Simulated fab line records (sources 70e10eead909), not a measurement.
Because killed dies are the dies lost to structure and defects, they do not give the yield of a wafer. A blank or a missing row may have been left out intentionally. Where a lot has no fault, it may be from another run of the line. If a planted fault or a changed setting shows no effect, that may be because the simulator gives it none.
Chamber matching | flow nand_harc | NHARC_A_M0_DESCUM_14 on rie_diel-03: 4 sister chambers
The step chemistry O2, time 3 s. 8 wafers are shown with their chamber, then 12 later ones without.

== EACH WAFER AND ITS CHAMBER ==
wafer  | chamber | drypump_motor_current_A (A) | rf_vpp_V (V)
L082.6 | 1       | 6.3                         | 58.4
L085.3 | 0       | 5.9                         | 57.3
L084.1 | 2       | 5.7                         | 57.4
L084.3 | 3       | 4.9                         | 57.8
L084.6 | 2       | 5.7                         | 57.7
L086.1 | 1       | 6.3                         | 59.1
L086.4 | 3       | 5.0                         | 57.4
L086.5 | 0       | 6.0                         | 56.6

== WAFERS WITHOUT THEIR CHAMBER ==
wafer  | drypump_motor_current_A (A) | rf_vpp_V (V)
L089.3 | 5.7                         | 57.5
L089.5 | 4.9                         | 56.3
L089.6 | 5.7                         | 56.5
L095.1 | 6.3                         | 59.2
L095.3 | 5.0                         | 57.9
L095.4 | 5.6                         | 56.2
L096.1 | 6.3                         | 59.7
L096.4 | 5.7                         | 57.9
L096.6 | 6.3                         | 58.5
L097.1 | 6.0                         | 58.6
L097.2 | 5.7                         | 57.7
L097.5 | 5.9                         | 57.5

== CHAMBER TAKEN BY EACH ==
wafer  | from the rows above     | in truth
L089.3 | 2                       | 2
L089.5 | 3                       | 3
L089.6 | 2                       | 2
L095.1 | 1                       | 1
L095.3 | 3                       | 3
L095.4 | 2                       | 2
L096.1 | 1                       | 1
L096.4 | 2                       | 2
L096.6 | 1                       | 1
L097.1 | can't be placed: 0 or 1 | 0
L097.2 | 2                       | 2
L097.5 | 0                       | 0
Correctly placed: 11 of 12. Cannot be placed on the basis of these rows: 1; the candidates contain the true chamber in 1. 0 placed wrongly.
How it was worked out, from the rows above alone: a wafer's distance from a chamber is the root of the sum, over the readings, of the square of ((its reading less the chamber's mean) divided by the reading's scatter). If the next closest chamber is less than 2 further off than the closest, the wafer can't be placed; otherwise it belongs to the closest. Each chamber's mean is taken over the wafers shown for it. The scatter: the root of (the sum of the squares of (reading less its chamber's mean) over the shown wafers, divided by (wafers less chambers)).
